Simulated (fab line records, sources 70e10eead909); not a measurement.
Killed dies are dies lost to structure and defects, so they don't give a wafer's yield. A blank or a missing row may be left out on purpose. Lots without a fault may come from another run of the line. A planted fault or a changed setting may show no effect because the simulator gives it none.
Chamber matching | flow nand_harc | NHARC_A_M1_STRIP_18 on rie_diel-02: 4 sister chambers
The step strips in N2/H2. 16 wafers are shown with their chamber, then 8 later ones without.

WAFERS WITH THEIR CHAMBER
wafer  | chamber | showerhead_plenum_p_Torr (Torr) | drypump_motor_current_A (A) | oes_product_au (a.u.)
L667.1 | 0       | 1.93                            | 5.1                         | 0.988
L667.3 | 1       | 2.13                            | 6.1                         | 0.998
L667.4 | 3       | 2.12                            | 6.5                         | 1.014
L677.4 | 0       | 1.93                            | 5.1                         | 0.990
L677.5 | 3       | 2.12                            | 6.5                         | 1.013
L677.6 | 0       | 1.93                            | 5.1                         | 0.996
L682.1 | 3       | 2.12                            | 6.4                         | 1.019
L682.3 | 1       | 2.13                            | 6.1                         | 1.004
L682.6 | 1       | 2.13                            | 6.1                         | 1.017
L681.1 | 0       | 1.93                            | 5.1                         | 1.009
L681.3 | 2       | 2.02                            | 4.9                         | 0.992
L681.5 | 0       | 1.93                            | 5.1                         | 0.990
L684.1 | 3       | 2.12                            | 6.5                         | 1.009
L684.4 | 1       | 2.13                            | 6.1                         | 0.998
L684.6 | 1       | 2.12                            | 6.1                         | 1.002
L686.1 | 0       | 1.93                            | 5.1                         | 0.985

SIGNATURES (means of the wafers above)
reading                  | chamber 0 | chamber 1 | chamber 2 | chamber 3 | scatter within a chamber
showerhead_plenum_p_Torr | 1.9300    | 2.1280    | 2.0200    | 2.1200    | 0.00258
drypump_motor_current_A  | 5.100     | 6.100     | 4.900     | 6.475     | 0.025
oes_product_au           | 0.99300   | 1.00380   | 0.99200   | 1.01375   | 0.00746
Rule: a wafer's distance from a chamber is the root of the sum, over the readings, of the square of ((its reading less the chamber's mean) divided by the reading's scatter). The wafer belongs to the nearest chamber; if the next one is less than 2 further off, it can't be placed. The scatter: the root of (the sum of the squares of (reading less its chamber's mean) over the shown wafers, divided by (wafers less chambers)).

WAFERS WITHOUT THEIR CHAMBER
wafer  | showerhead_plenum_p_Torr (Torr) | drypump_motor_current_A (A) | oes_product_au (a.u.)
L686.4 | 2.02                            | 4.9                         | 0.978
L686.5 | 2.12                            | 6.1                         | 0.998
L685.1 | 2.12                            | 6.4                         | 1.014
L685.3 | 1.93                            | 5.1                         | 0.987
L685.4 | 2.12                            | 6.1                         | 0.993
L687.2 | 1.93                            | 5.1                         | 0.997
L687.3 | 2.12                            | 6.1                         | 1.004
L687.5 | 1.93                            | 5.1                         | 1.003

WHICH CHAMBER EACH WENT THROUGH
wafer  | from the rows above | in truth
L686.4 | 2                   | 2
L686.5 | 1                   | 1
L685.1 | 3                   | 3
L685.3 | 0                   | 0
L685.4 | 1                   | 1
L687.2 | 0                   | 0
L687.3 | 1                   | 1
L687.5 | 0                   | 0
Placed correctly: 8 of 8. Can't be placed from these rows: 0. Placed wrongly: 0.
